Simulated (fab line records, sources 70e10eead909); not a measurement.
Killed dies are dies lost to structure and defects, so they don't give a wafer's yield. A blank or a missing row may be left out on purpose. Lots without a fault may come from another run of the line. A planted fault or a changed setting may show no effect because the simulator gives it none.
A struck lot beside a sound one | flow nand_harc | 30 steps out of a route of 1159
Sound: wafers L642.2, L642.4, L642.5. Struck: wafer L655.3. (L655.1, L655.5 of the same lot were not struck and are left out.) The cause comes at the end.
At each step with rows: each side's tool, then ch and its chambers, then its first start. Under that, the readings that differ: sound wafers | struck wafers | difference of the means | sigmas: that difference in standard deviations of wafers without a fault.
alike: readings whose means differ by less than 2 such deviations, and words and numbers that are the same on both sides. not compared: withheld readings, readings that some wafer has no value for, bounds like >300 that may hide the same value, and numbers for which the record gives no deviation and whose values overlap.
The two part at a step that has a row with sigmas, a row that says differs or no value, or rows on one side only. Numbers that don't overlap but have no deviation are shown without sigmas and don't part them. A reading that every wafer of one side lacks parts them only if that side has two wafers or more.

first, 8 steps without rows for these wafers: NHARC_A_ZERO_WELL_HMDS_03 (time 30 s); NHARC_A_ZERO_WELL_COAT_18 (time 65 s); NHARC_A_ZERO_WELL_COAT_04 (resist thk 600 nm); NHARC_A_ZERO_WELL_SOFTBAKE_05 (time 70 s); NHARC_A_ZERO_WELL_EBR_06; NHARC_A_ZERO_WELL_EXPOSE_07 (exposes mask A ZERO); NHARC_A_ZERO_WELL_PEB_08 (peb time 80 s); NHARC_A_ZERO_WELL_DEVELOP_09 (time 50 s).
NHARC_A_ZERO_WELL_CD_MEAS_10: target cd 2000 nm.
  sound on cd_sem-02 ch 0, day 7 09:28; struck on cd_sem-02 ch 0, day 10 08:37
  alike: cd_nm
then, 1 step without rows for these wafers: NHARC_A_ZERO_WELL_HARDBAKE_11 (time 65 s).
NHARC_A_ZERO_WELL_DESCUM_12: chemistry O2, time 3 s.
  sound on rie_diel-12 ch 2,3, day 7 09:38; struck on rie_diel-01 ch 2, day 10 08:48
  reading                         | sound          | struck | difference | sigmas
  showerhead_plenum_p_Torr (Torr) | 1.86 1.78 1.86 | 2.03   | +0.20      | +3
  alike: drypump_motor_current_A, oes_product_au, rf_vpp_V, throttle_valve_pct
  not compared: rf_hours_counter_h
NHARC_A_ZERO_WELL_ETCH_19: etches the open film in N2/H2, target depth 80 nm, overetch 24 nm, time 87.88 s.
  sound on rie_diel-12 ch 0,1,2, day 7 09:43; struck on rie_diel-01 ch 1, day 10 08:52
  alike: drypump_motor_current_A, oes_product_au, rf_vpp_V, showerhead_plenum_p_Torr, throttle_valve_pct
  not compared: rf_hours_counter_h
NHARC_A_ZERO_WELL_ETCH_13: etches the open film in HBr/Cl2, target depth 120 nm, time 40.1 s.
  sound on rie_si-06 ch 0,1,3, day 7 09:50; struck on rie_si-05 ch 1, day 10 08:59
  alike: drypump_motor_current_A, oes_product_au, throttle_valve_pct
  not compared: rf_hours_counter_h
then, 4 steps without rows for these wafers: NHARC_A_ZERO_WELL_STRIP_14 (strips in SPM, time 900 s); NHARC_A_ZERO_WELL_IMPLANT_15; NHARC_A_ZERO_WELL_PRECLEAN_22 (cleans in SC1, time 60 s); NHARC_A_ZERO_WELL_SRD_23.
NHARC_A_ZERO_WELL_RTA_16: time 10 s.
  sound on rtp_anneal-01 ch 0, day 7 10:46; struck on rtp_anneal-02 ch 0, day 10 09:56
  reading             | sound                | struck | difference | sigmas
  lamp_power_pct (%)  | 30.5 30.5 30.6       | 29.8   | -0.7       | -2
  lamp_zone_4_pct (%) | 30.5 30.6 30.6       | 29.8   | -0.8       | -2
  wafer_temp_C_max    | 1003.6 1004.0 1004.5 | 1001.7 | -2.3       | -3
NHARC_A_ZERO_WELL_INSPECT_17:
  sound on defect_inspect-01, day 7 10:56; struck on defect_inspect-01, day 10 10:08
  reading          | sound  | struck | difference | sigmas
  raw_defect_count | 9 5 11 | 795    | +787       | +99 or more
then, 3 steps without rows for these wafers: NHARC_A_SOURCE_PLATE_PRECLEAN_00 (cleans in HF-LAST, time 60 s); NHARC_A_SOURCE_PLATE_SRD_01; NHARC_A_SOURCE_PLATE_OXIDE_02 (material SiO2, target thk 10 nm, ox time 1362 s).
NHARC_A_SOURCE_PLATE_THK_MEAS_09: measures by ellipsometry.
  sound on film_metro-01, day 7 15:13; struck on film_metro-01, day 10 16:57
  reading     | sound        | struck | difference | sigmas
  thk_nm (nm) | 11.6 9.1 9.1 | 12.4   | +2.5       | +3
then, 3 steps without rows for these wafers: NHARC_A_SOURCE_PLATE_PVD_04 (deposits WSi2, target thk 50 nm); NHARC_A_SOURCE_PLATE_CVD_03 (deposits poly-Si, target thk 200 nm, time 4000 s); NHARC_A_SOURCE_PLATE_ANNEAL_05 (time 1800 s).
NHARC_A_SOURCE_PLATE_THK_MEAS_06: measures by ellipsometry.
  sound on film_metro-01, day 8 04:22; struck on film_metro-01, day 11 05:43
  alike: thk_nm
NHARC_A_SOURCE_PLATE_INSPECT_08:
  sound on defect_inspect-01, day 8 04:25; struck on defect_inspect-02, day 11 05:46
  reading          | sound    | struck | difference | sigmas
  raw_defect_count | 53 53 48 | 835    | +784       | +37
then, 1 step without rows for these wafers: NHARC_A_ONON_D1_DEP_00 (target thk 1000 nm).
-- the record jumps here: 13 days lie between the struck wafers' starts before and after (it left off in module A_ONON_D1 and takes up again in module END, whose first step shown is number 1159 of the route) --
NHARC_END_SORT_01:
  the record has rows for the struck wafers here (prober-01 ch 0, day 24 11:20) and none for the sound ones

WHERE THEY PART
First at NHARC_A_ZERO_WELL_DESCUM_12; last, within this record, at NHARC_END_SORT_01.

WHY: what the simulator had put in
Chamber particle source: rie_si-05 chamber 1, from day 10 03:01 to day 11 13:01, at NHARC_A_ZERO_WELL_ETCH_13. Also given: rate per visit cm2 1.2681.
